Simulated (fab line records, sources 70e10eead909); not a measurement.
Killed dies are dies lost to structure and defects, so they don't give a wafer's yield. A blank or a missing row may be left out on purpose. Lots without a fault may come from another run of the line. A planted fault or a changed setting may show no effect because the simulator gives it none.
Chamber matching | flow nand_harc | NHARC_P_M1_DESCUM_14 on rie_diel-08: 4 sister chambers
The step chemistry O2, time 3 s. 14 wafers are shown with their chamber, then 7 later ones without.

WAFERS WITH THEIR CHAMBER
wafer  | chamber | showerhead_plenum_p_Torr (Torr) | drypump_motor_current_A (A) | oes_product_au (a.u.)
L074.1 | 2       | 1.80                            | 6.2                         | 1.013
L074.2 | 3       | 1.94                            | 6.4                         | 0.989
L074.4 | 0       | 2.01                            | 5.8                         | 1.020
L081.1 | 3       | 1.94                            | 6.4                         | 0.993
L081.4 | 2       | 1.80                            | 6.1                         | 0.995
L081.5 | 1       | 1.83                            | 5.3                         | 1.007
L082.1 | 2       | 1.80                            | 6.1                         | 1.005
L082.5 | 2       | 1.80                            | 6.2                         | 0.997
L082.6 | 3       | 1.94                            | 6.4                         | 0.993
L086.2 | 0       | 2.01                            | 5.8                         | 0.989
L086.5 | 1       | 1.83                            | 5.4                         | 1.013
L086.6 | 2       | 1.79                            | 6.2                         | 1.002
L088.2 | 0       | 2.01                            | 5.8                         | 0.996
L088.4 | 1       | 1.83                            | 5.3                         | 1.011

SIGNATURES (means of the wafers above)
reading                  | chamber 0 | chamber 1 | chamber 2 | chamber 3 | scatter within a chamber
showerhead_plenum_p_Torr | 2.0100    | 1.8300    | 1.7980    | 1.9400    | 0.00283
drypump_motor_current_A  | 5.800     | 5.333     | 6.160     | 6.400     | 0.0432
oes_product_au           | 1.00167   | 1.01033   | 1.00240   | 0.99167   | 0.00872
Rule: a wafer's distance from a chamber is the root of the sum, over the readings, of the square of ((its reading less the chamber's mean) divided by the reading's scatter). The wafer belongs to the nearest chamber; if the next one is less than 2 further off, it can't be placed. The scatter: the root of (the sum of the squares of (reading less its chamber's mean) over the shown wafers, divided by (wafers less chambers)).

WAFERS WITHOUT THEIR CHAMBER
wafer  | showerhead_plenum_p_Torr (Torr) | drypump_motor_current_A (A) | oes_product_au (a.u.)
L088.5 | 1.79                            | 6.2                         | 1.003
L093.3 | 1.79                            | 6.2                         | 1.001
L093.5 | 1.79                            | 6.2                         | 0.996
L093.6 | 1.83                            | 5.4                         | 1.014
L095.3 | 1.83                            | 5.3                         | 1.015
L095.4 | 1.79                            | 6.2                         | 0.994
L095.6 | 1.79                            | 6.2                         | 1.003

WHICH CHAMBER EACH WENT THROUGH
wafer  | from the rows above | in truth
L088.5 | 2                   | 2
L093.3 | 2                   | 2
L093.5 | 2                   | 2
L093.6 | 1                   | 1
L095.3 | 1                   | 1
L095.4 | 2                   | 2
L095.6 | 2                   | 2
Placed correctly: 7 of 7. Can't be placed from these rows: 0. Placed wrongly: 0.
